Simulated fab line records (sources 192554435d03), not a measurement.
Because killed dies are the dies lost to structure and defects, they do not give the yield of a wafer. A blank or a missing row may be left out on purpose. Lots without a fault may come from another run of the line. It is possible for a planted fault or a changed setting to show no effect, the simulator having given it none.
The tool behind it: which one? / flow n5Finfet / 24 lots, 72 wafers sampled, at 2 steps of a route of 1938

## WHAT THE GAUGES SHOWED, per wafer
N5_DUMMY_GATE_CD_MEAS_24: target cd 15 nm.
lot=L074; measured=day 3 01:32; on=cdSem-01; cdNm (nm)=14.7 14.4 14.1
lot=L075; measured=day 3 07:10; on=cdSem-02; cdNm (nm)=14.6 15.4 14.0
lot=L076; measured=day 3 12:08; on=cdSem-03; cdNm (nm)=15.6 15.3 15.0
lot=L077; measured=day 3 17:08; on=cdSem-03; cdNm (nm)=14.4 15.2 14.9
lot=L078; measured=day 4 03:43; on=cdSem-02; cdNm (nm)=14.7 14.3 14.6
lot=L079; measured=day 4 05:35; on=cdSem-01; cdNm (nm)=14.2 14.0 14.5
lot=L080; measured=day 4 23:04; on=cdSem-01; cdNm (nm)=15.6 15.4 15.3
lot=L081; measured=day 4 18:38; on=cdSem-02; cdNm (nm)=15.2 14.9 14.9
lot=L082; measured=day 5 00:26; on=cdSem-03; cdNm (nm)=15.2 15.2 14.3
lot=L083; measured=day 5 09:28; on=cdSem-03; cdNm (nm)=14.4 14.7 13.5
lot=L084; measured=day 5 14:14; on=cdSem-02; cdNm (nm)=14.8 15.6 15.4
lot=L085; measured=day 5 18:52; on=cdSem-02; cdNm (nm)=14.9 14.6 14.8
lot=L086; measured=day 6 02:46; on=cdSem-01; cdNm (nm)=14.3 13.9 14.6
lot=L087; measured=day 6 05:46; on=cdSem-01; cdNm (nm)=14.2 15.2 14.5
lot=L088; measured=day 6 11:18; on=cdSem-01; cdNm (nm)=15.1 15.1 15.3
lot=L089; measured=day 6 17:47; on=cdSem-03; cdNm (nm)=13.9 15.1 15.1
lot=L090; measured=day 6 22:28; on=cdSem-03; cdNm (nm)=14.7 16.0 14.0
lot=L091; measured=day 7 09:41; on=cdSem-03; cdNm (nm)=14.0 14.4 14.7
lot=L092; measured=day 7 14:19; on=cdSem-01; cdNm (nm)=15.3 15.0 15.3
lot=L093; measured=day 7 17:46; on=cdSem-01; cdNm (nm)=14.6 13.6 14.8
lot=L094; measured=day 7 22:07; on=cdSem-02; cdNm (nm)=14.5 14.9 14.2
lot=L095; measured=day 8 03:29; on=cdSem-01; cdNm (nm)=14.1 14.7 14.5
lot=L096; measured=day 8 12:58; on=cdSem-03; cdNm (nm)=14.3 14.8 14.4
lot=L097; measured=day 8 19:33; on=cdSem-03; cdNm (nm)=14.7 14.6 14.5

## WHAT TOOL EACH LOT RAN ON (gives the tool, then ch and the chambers of the sampled wafers, and finally the start)
lot=L074; N5_FIN_CUT_CUT_ETCH_28=rieSi-06 ch 2,3, day 2 06:15
lot=L075; N5_FIN_CUT_CUT_ETCH_28=rieSi-01 ch 2,3, day 2 12:07
lot=L076; N5_FIN_CUT_CUT_ETCH_28=rieSi-06 ch 0,3, day 2 17:25
lot=L077; N5_FIN_CUT_CUT_ETCH_28=rieSi-01 ch 1,3, day 2 21:46
lot=L078; N5_FIN_CUT_CUT_ETCH_28=rieSi-01 ch 0,2,3, day 3 08:05
lot=L079; N5_FIN_CUT_CUT_ETCH_28=rieSi-04 ch 0,1,3, day 3 09:41
lot=L080; N5_FIN_CUT_CUT_ETCH_28=rieSi-04 ch 0,1,3, day 3 23:32
lot=L081; N5_FIN_CUT_CUT_ETCH_28=rieSi-06 ch 1,2, day 3 23:35
lot=L082; N5_FIN_CUT_CUT_ETCH_28=rieSi-04 ch 0,2,3, day 4 03:25
lot=L083; N5_FIN_CUT_CUT_ETCH_28=rieSi-06 ch 0,1,3, day 4 13:12
lot=L084; N5_FIN_CUT_CUT_ETCH_28=rieSi-06 ch 0,1, day 4 17:55
lot=L085; N5_FIN_CUT_CUT_ETCH_28=rieSi-04 ch 0,3, day 4 23:32
lot=L086; N5_FIN_CUT_CUT_ETCH_28=rieSi-06 ch 0,3, day 5 06:46
lot=L087; N5_FIN_CUT_CUT_ETCH_28=rieSi-04 ch 0,2,3, day 5 10:49
lot=L088; N5_FIN_CUT_CUT_ETCH_28=rieSi-04 ch 1,2, day 5 15:13
lot=L089; N5_FIN_CUT_CUT_ETCH_28=rieSi-06 ch 1,2, day 5 22:31
lot=L090; N5_FIN_CUT_CUT_ETCH_28=rieSi-06 ch 0,3, day 6 03:18
lot=L091; N5_FIN_CUT_CUT_ETCH_28=rieSi-06 ch 0,2, day 6 12:43
lot=L092; N5_FIN_CUT_CUT_ETCH_28=rieSi-01 ch 0,1,3, day 6 17:30
lot=L093; N5_FIN_CUT_CUT_ETCH_28=rieSi-01 ch 1,2, day 6 21:46
lot=L094; N5_FIN_CUT_CUT_ETCH_28=rieSi-04 ch 0,1, day 7 03:35
lot=L095; N5_FIN_CUT_CUT_ETCH_28=rieSi-06 ch 0,1, day 7 08:54
lot=L096; N5_FIN_CUT_CUT_ETCH_28=rieSi-01 ch 0,1,3, day 7 15:30
lot=L097; N5_FIN_CUT_CUT_ETCH_28=rieSi-06 ch 0,1, day 7 22:35
- N5_FIN_CUT_CUT_ETCH_28: etches Si in HBr/Cl2/O2, target depth 6 nm, time 2.4 s.

## AS READ BY THE TOOLS THEMSELVES (means over the sampled wafers that have a number; for cases with no such wafer, the mark the record gives instead)
N5_FIN_CUT_CUT_ETCH_28.
lot=L074; tool=rieSi-06; HBr_flow_sccm (sccm)=150.1; drypumpMotorCurrentA (A)=5.4; oesProductAu (a.u.)=0.984; throttleValvePct (%)=37.2
lot=L075; tool=rieSi-01; HBr_flow_sccm (sccm)=149.6; drypumpMotorCurrentA (A)=5.5; oesProductAu (a.u.)=1.019; throttleValvePct (%)=36.8
lot=L076; tool=rieSi-06; HBr_flow_sccm (sccm)=149.8; drypumpMotorCurrentA (A)=5.7; oesProductAu (a.u.)=0.981; throttleValvePct (%)=37.2
lot=L077; tool=rieSi-01; HBr_flow_sccm (sccm)=150.4; drypumpMotorCurrentA (A)=5.6; oesProductAu (a.u.)=1.021; throttleValvePct (%)=36.6
lot=L078; tool=rieSi-01; HBr_flow_sccm (sccm)=149.7; drypumpMotorCurrentA (A)=6.0; oesProductAu (a.u.)=1.010; throttleValvePct (%)=37.2
lot=L079; tool=rieSi-04; HBr_flow_sccm (sccm)=150.5; drypumpMotorCurrentA (A)=5.6; oesProductAu (a.u.)=1.005; throttleValvePct (%)=37.2
lot=L080; tool=rieSi-04; HBr_flow_sccm (sccm)=150.8; drypumpMotorCurrentA (A)=5.6; oesProductAu (a.u.)=1.000; throttleValvePct (%)=37.3
lot=L081; tool=rieSi-06; HBr_flow_sccm (sccm)=149.9; drypumpMotorCurrentA (A)=5.6; oesProductAu (a.u.)=1.006; throttleValvePct (%)=37.6
lot=L082; tool=rieSi-04; HBr_flow_sccm (sccm)=149.9; drypumpMotorCurrentA (A)=5.7; oesProductAu (a.u.)=1.006; throttleValvePct (%)=37.1
lot=L083; tool=rieSi-06; HBr_flow_sccm (sccm)=150.0; drypumpMotorCurrentA (A)=5.6; oesProductAu (a.u.)=0.991; throttleValvePct (%)=37.3
lot=L084; tool=rieSi-06; HBr_flow_sccm (sccm)=149.9; drypumpMotorCurrentA (A)=5.8; oesProductAu (a.u.)=1.003; throttleValvePct (%)=37.4
lot=L085; tool=rieSi-04; HBr_flow_sccm (sccm)=149.5; drypumpMotorCurrentA (A)=5.8; oesProductAu (a.u.)=0.996; throttleValvePct (%)=37.0
lot=L086; tool=rieSi-06; HBr_flow_sccm (sccm)=150.0; drypumpMotorCurrentA (A)=5.7; oesProductAu (a.u.)=0.983; throttleValvePct (%)=37.2
lot=L087; tool=rieSi-04; HBr_flow_sccm (sccm)=149.9; drypumpMotorCurrentA (A)=5.7; oesProductAu (a.u.)=0.999; throttleValvePct (%)=37.1
lot=L088; tool=rieSi-04; HBr_flow_sccm (sccm)=150.3; drypumpMotorCurrentA (A)=5.1; oesProductAu (a.u.)=1.011; throttleValvePct (%)=37.5
lot=L089; tool=rieSi-06; HBr_flow_sccm (sccm)=149.8; drypumpMotorCurrentA (A)=5.6; oesProductAu (a.u.)=1.011; throttleValvePct (%)=37.5
lot=L090; tool=rieSi-06; HBr_flow_sccm (sccm)=149.1; drypumpMotorCurrentA (A)=5.7; oesProductAu (a.u.)=0.986; throttleValvePct (%)=37.2
lot=L091; tool=rieSi-06; HBr_flow_sccm (sccm)=149.6; drypumpMotorCurrentA (A)=5.8; oesProductAu (a.u.)=1.002; throttleValvePct (%)=37.4
lot=L092; tool=rieSi-01; HBr_flow_sccm (sccm)=149.9; drypumpMotorCurrentA (A)=5.9; oesProductAu (a.u.)=1.012; throttleValvePct (%)=37.0
lot=L093; tool=rieSi-01; HBr_flow_sccm (sccm)=150.0; drypumpMotorCurrentA (A)=5.8; oesProductAu (a.u.)=1.008; throttleValvePct (%)=37.1
lot=L094; tool=rieSi-04; HBr_flow_sccm (sccm)=149.7; drypumpMotorCurrentA (A)=5.4; oesProductAu (a.u.)=1.002; throttleValvePct (%)=37.2
lot=L095; tool=rieSi-06; HBr_flow_sccm (sccm)=150.1; drypumpMotorCurrentA (A)=5.7; oesProductAu (a.u.)=0.999; throttleValvePct (%)=37.5
lot=L096; tool=rieSi-01; HBr_flow_sccm (sccm)=149.6; drypumpMotorCurrentA (A)=5.9; oesProductAu (a.u.)=1.013; throttleValvePct (%)=37.0
lot=L097; tool=rieSi-06; HBr_flow_sccm (sccm)=150.1; drypumpMotorCurrentA (A)=5.7; oesProductAu (a.u.)=1.006; throttleValvePct (%)=37.5

## THE ANSWER, worked out from the rows above alone
Rule: the lots themselves supply what counts as usual. The widest of any qualifying gaps counts: lots, ordered by their means at a reading, are off when they make up no more than a third of the lots, leave a main group of 4 or more, and stand apart from it by 3 or more times the standard deviation of that group's means. A main group whose means are all the same, to the digits that the tables above print for the reading, isn't used. A lot without any number at a reading at which 4 lots or more have one is off too. Where the step has rows for the other lots, those lots are counted as sound. Order of review: gauges by route order, followed by the tools' own readings, for which a lot's mean as printed above is used. The first step at which some lot is off is used, and at that step the reading that is off furthest; a lot without a number counts as furthest.
No lot is off on any of the readings shown, so nothing can be concluded from this.

## WHAT THE SIMULATOR HAD INSERTED
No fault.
